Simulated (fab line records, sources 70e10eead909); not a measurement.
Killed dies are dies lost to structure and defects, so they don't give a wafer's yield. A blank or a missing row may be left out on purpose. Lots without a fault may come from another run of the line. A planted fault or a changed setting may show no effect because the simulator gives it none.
Which tool did it? | flow nand_harc | 6 lots, 18 wafers sampled, at 5 steps of a route of 1302

WHAT THE GAUGES READ, wafer by wafer
NHARC_P_GATE_CD_MEAS_59: target cd 720 nm.
lot  | measured     | on        | cd_nm (nm)
L560 | day 6 15:22  | cd_sem-02 | 718.6 718.8 719.1
L562 | day 7 03:56  | cd_sem-03 | 720.3 719.7 722.5
L564 | day 8 01:35  | cd_sem-01 | 716.0 717.2 720.1
L570 | day 10 19:08 | cd_sem-03 | 719.0 717.6 718.2
L578 | day 14 03:37 | cd_sem-03 | 719.0 719.8 719.8
L579 | day 14 18:20 | cd_sem-01 | 717.0 718.2 716.6

WHICH TOOL RAN EACH LOT (tool, then ch and the chambers of the sampled wafers, then the start)
lot  | NHARC_P_GATE_HM_DEP_102       | NHARC_P_GATE_ETCHBACK_37                     | NHARC_P_GATE_STRIP_111               | NHARC_P_GATE_EXPOSE_56
L560 | acl_dep-01 ch 0, day 5 14:04  | rie_diel-10 ch 0,2,3, day 6 14:22 or earlier | plasma_asher-01 ch 0,1, day 6 14:22  | krf_scanner-03 ch 0, day 6 15:13
L562 | acl_dep-02 ch 0, day 6 13:05  | rie_diel-13 ch 1,3, day 7 02:53 or earlier   | plasma_asher-02 ch 0,1, day 7 02:53  | krf_scanner-02 ch 0, day 7 03:47
L564 | acl_dep-01 ch 0, day 7 10:31  | rie_diel-10 ch 1,2, day 8 00:20 or earlier   | plasma_asher-01 ch 0,1, day 8 00:20  | krf_scanner-04 ch 0, day 8 01:25
L570 | acl_dep-03 ch 0, day 10 04:14 | rie_diel-13 ch 0,1, day 10 17:58 or earlier  | plasma_asher-02 ch 0,1, day 10 17:58 | krf_scanner-02 ch 0, day 10 18:59
L578 | acl_dep-03 ch 0, day 13 12:54 | rie_diel-13 ch 0,3, day 14 02:36 or earlier  | plasma_asher-01 ch 0,1, day 14 02:36 | krf_scanner-03 ch 0, day 14 03:28
L579 | acl_dep-02 ch 0, day 14 03:19 | rie_diel-10 ch 1,3, day 14 17:06 or earlier  | plasma_asher-02 ch 0,1, day 14 17:06 | krf_scanner-03 ch 0, day 14 18:10
- NHARC_P_GATE_HM_DEP_102: deposits aC, target thk 120 nm.
- NHARC_P_GATE_ETCHBACK_37: etches the open film in CHF3/O2, target depth 34.5 nm, time 17.2 s.
- NHARC_P_GATE_STRIP_111: strips in N2/H2, time 250 s.
- NHARC_P_GATE_EXPOSE_56: exposes mask P PSD, target cd 720 nm.

THE ANSWER, worked out from the rows above alone
Rule: what is usual is taken from the lots themselves. Put in order of their means at a reading, lots are off if they are a third of the lots or fewer, leave a main group of 4 or more, and stand apart from it by a gap of 3 or more times the standard deviation of the main group's means; of several such gaps the widest counts. A main group whose means are all the same, to the digits that the tables above print for the reading, isn't used. A lot without any number at a reading at which 4 lots or more have one is off too. The other lots that the step has rows for count as sound.
No lot is off at any reading shown: from this, nothing can be told.

WHAT THE SIMULATOR HAD PUT IN
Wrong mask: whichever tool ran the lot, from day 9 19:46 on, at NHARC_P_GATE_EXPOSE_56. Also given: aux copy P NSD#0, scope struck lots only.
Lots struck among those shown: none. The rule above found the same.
